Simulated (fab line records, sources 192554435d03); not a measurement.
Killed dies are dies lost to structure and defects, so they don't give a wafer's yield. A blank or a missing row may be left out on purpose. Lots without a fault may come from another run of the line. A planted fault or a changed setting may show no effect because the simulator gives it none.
Chamber matching | flow n5_finfet | N5_PMOS_HMC_CHANNEL_EPI_STRIP_33 on rie_diel-06: 4 sister chambers
The step strips in N2/H2. 4 wafers are shown with their chamber, then 6 later ones without.

WAFERS WITH THEIR CHAMBER
wafer  | chamber | showerhead_plenum_p_Torr (Torr)
L084.6 | 3       | 3.49
L086.1 | 2       | 3.20
L086.2 | 0       | 3.43
L086.3 | 1       | 3.26

WAFERS WITHOUT THEIR CHAMBER
wafer  | showerhead_plenum_p_Torr (Torr)
L086.4 | 3.49
L086.5 | 3.49
L086.6 | 3.43
L088.1 | 3.49
L088.3 | 3.42
L088.5 | 3.20

WHICH CHAMBER EACH WENT THROUGH
wafer  | from the rows above | in truth
L086.4 | 3                   | 3
L086.5 | 3                   | 3
L086.6 | 0                   | 0
L088.1 | 3                   | 3
L088.3 | 0                   | 0
L088.5 | 2                   | 2
Placed correctly: 6 of 6. Can't be placed from these rows: 0. Placed wrongly: 0.
How it was worked out, from the rows above alone: a wafer's distance from a chamber is the root of the sum, over the readings, of the square of ((its reading less the chamber's mean) divided by the reading's scatter). The wafer belongs to the nearest chamber; if the next one is less than 2 further off, it can't be placed. A chamber's mean is the mean of its shown wafers. The scatter: with one shown wafer a chamber, the root of the mean of the squares of how far each hidden wafer lies from its nearest shown one.
